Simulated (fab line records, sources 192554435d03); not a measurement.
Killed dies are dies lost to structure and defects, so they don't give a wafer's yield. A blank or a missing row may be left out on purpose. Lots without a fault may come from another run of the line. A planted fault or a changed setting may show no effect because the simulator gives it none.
Split-lot experiment | flow n5_finfet | 7 lots, 39 wafers read, on a route of 1938 steps

THE SPLIT
At N5_HKMG_FIN_ETCH_55 (etches SOC in N2/H2, target depth 240 nm, time 300 s), the setting time_s was moved away from the recipe's 300 s on 15 of the 39 wafers read, by -13.1% to +21.8%. The other wafers ran this setting at the recipe's value.

The reading is taken at the split's own step.

THE READING
SiARC_of_HKMG_FIN_COAT_42.thk_nm (the simulator's own value, which no gauge read), in nm, at N5_HKMG_FIN_ETCH_55 (etches SOC in N2/H2, target depth 240 nm, time 300 s). The file gives no usual value for it. The 24 wafers here that ran the recipe average 21.1 nm, standard deviation 0.2 nm.

wafer  | tool, chamber at the split | time_s as run, s | against the recipe | SiARC_of_HKMG_FIN_COAT_42.thk_nm, nm | against lot-mates on the recipe
L075.1 | rie_diel-05, 1             | 365.5            | +21.8%             | 18.2                                 | -3.2
L075.2 | rie_diel-05, 3             | 300              | recipe             | 21.4                                 | -
L075.3 | rie_diel-05, 0             | 365.5            | +21.8%             | 18.2                                 | -3.2
L075.4 | rie_diel-05, 2             | 365.5            | +21.8%             | 18                                   | -3.4
L075.5 | rie_diel-05, 1             | 300              | recipe             | 21.4                                 | -
L075.6 | rie_diel-05, 0             | 300              | recipe             | 21.4                                 | -
L078.1 | rie_diel-05, 0             | 300              | recipe             | 21.2                                 | -
L078.2 | rie_diel-05, 3             | 300              | recipe             | 21.2                                 | -
L078.3 | rie_diel-05, 2             | 300              | recipe             | 21                                   | -
L078.4 | rie_diel-05, 1             | 300              | recipe             | 21.2                                 | -
L078.5 | rie_diel-05, 3             | 300              | recipe             | 21                                   | -
L078.6 | rie_diel-05, 0             | 300              | recipe             | 21                                   | -
L089.1 | rie_diel-01, 1             | 300              | recipe             | 21.2                                 | -
L089.4 | rie_diel-01, 0             | 300              | recipe             | 21                                   | -
L089.5 | rie_diel-01, 0             | 300              | recipe             | 20.8                                 | -
L092.1 | rie_diel-01, 1             | 300              | recipe             | 21                                   | -
L092.2 | rie_diel-01, 3             | 261.3            | -12.9%             | 23.2                                 | +2.3
L092.3 | rie_diel-01, 0             | 300              | recipe             | 21                                   | -
L092.4 | rie_diel-01, 2             | 300              | recipe             | 20.6                                 | -
L092.5 | rie_diel-01, 3             | 261.3            | -12.9%             | 23.2                                 | +2.3
L092.6 | rie_diel-01, 0             | 261.3            | -12.9%             | 22.8                                 | +1.9
L094.1 | rie_diel-05, 0             | 300              | recipe             | 21.2                                 | -
L094.2 | rie_diel-05, 2             | 300              | recipe             | 21.4                                 | -
L094.3 | rie_diel-05, 3             | 260.7            | -13.1%             | 23                                   | +1.7
L094.4 | rie_diel-05, 1             | 260.7            | -13.1%             | 23                                   | +1.7
L094.5 | rie_diel-05, 3             | 260.7            | -13.1%             | 22.8                                 | +1.5
L094.6 | rie_diel-05, 2             | 300              | recipe             | 21.2                                 | -
L095.1 | rie_diel-01, 1             | 328.6            | +9.5%              | 20                                   | -1.0
L095.2 | rie_diel-01, 2             | 300              | recipe             | 20.8                                 | -
L095.3 | rie_diel-01, 0             | 328.6            | +9.5%              | 19.8                                 | -1.2
L095.4 | rie_diel-01, 0             | 300              | recipe             | 21                                   | -
L095.5 | rie_diel-01, 2             | 328.6            | +9.5%              | 19.6                                 | -1.4
L095.6 | rie_diel-01, 1             | 300              | recipe             | 21.2                                 | -
L097.1 | rie_diel-01, 0             | 355              | +18.3%             | 18.4                                 | -2.7
L097.2 | rie_diel-01, 2             | 300              | recipe             | 21                                   | -
L097.3 | rie_diel-01, 1             | 300              | recipe             | 21.2                                 | -
L097.4 | rie_diel-01, 3             | 300              | recipe             | 21                                   | -
L097.5 | rie_diel-01, 0             | 355              | +18.3%             | 18.6                                 | -2.5
L097.6 | rie_diel-01, 3             | 355              | +18.3%             | 18.4                                 | -2.7

THE FIT
A straight line over all 39 wafers: SiARC_of_HKMG_FIN_COAT_42.thk_nm changes by -0.141 nm for each +1% of time_s; r = -0.99; the points scatter about the line by 0.19 nm.
The same after taking each lot's own level away (the mean of its wafers on the recipe; 39 wafers): -0.146 nm for each +1%; r = -0.99; scatter 0.18 nm.
On that fit, the largest move of time_s shifts the reading by 3.2 nm.
The lots' own levels span 20.87 to 21.40 nm, that is 2.7 times the standard deviation above.
So the lot-to-lot level changes the slope little: the two slopes agree.
Check: with one of the wafers moved furthest among these (+21.8%) left out of the fit, the line predicts -3.16 nm for it against its lot-mates. It came out at -3.2 nm against them.

OTHER SPLITS ON THESE WAFERS
These wafers also went through other splits before the reading. Each is held against what the fit with the lots' levels taken away leaves over:
other split on the same wafers       | wafers away from the commonest value | r with SiARC_of_HKMG_FIN_COAT_42.thk_nm (lot level and that fit taken away)
N5_WELL_APT_EXPOSE_05 dose_mj        | 12                                   | +0.12
N5_FIN_CUT_CUT_ETCH_26 source_w      | 15                                   | -0.02
N5_DUMMY_GATE_ETCH_44 target_depth_a | 15                                   | -0.12
N5_DUMMY_GATE_ETCH_42 bias_w         | 12                                   | -0.16
N5_SPACER0_ALD_07 target_thk_a       | 12                                   | +0.09

THE WHOLE CHAIN: every reading that the file lists as answering this split, in the file's order
step                | what it does                                         | reading                                                                           | change (the file's fit)               | r (the file's)
N5_HKMG_FIN_ETCH_55 | etches SOC in N2/H2, target depth 240 nm, time 300 s | HKMG_FIN.feature_depth_nm (the simulator's own value, which no gauge read)        | +2.36 nm for each +1% of the setting  | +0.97
N5_HKMG_FIN_ETCH_55 | etches SOC in N2/H2, target depth 240 nm, time 300 s | etch.depth_nm (the simulator's own value, which no gauge read)                    | +2.36 nm for each +1% of the setting  | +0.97
N5_HKMG_FIN_ETCH_55 | etches SOC in N2/H2, target depth 240 nm, time 300 s | SiARC_of_HKMG_FIN_COAT_42.thk_nm (the simulator's own value, which no gauge read) | -0.145 nm for each +1% of the setting | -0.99

THE FILE'S OWN FIT
SiARC_of_HKMG_FIN_COAT_42.thk_nm changes by -0.145 nm for each +1% of time_s, r = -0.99.
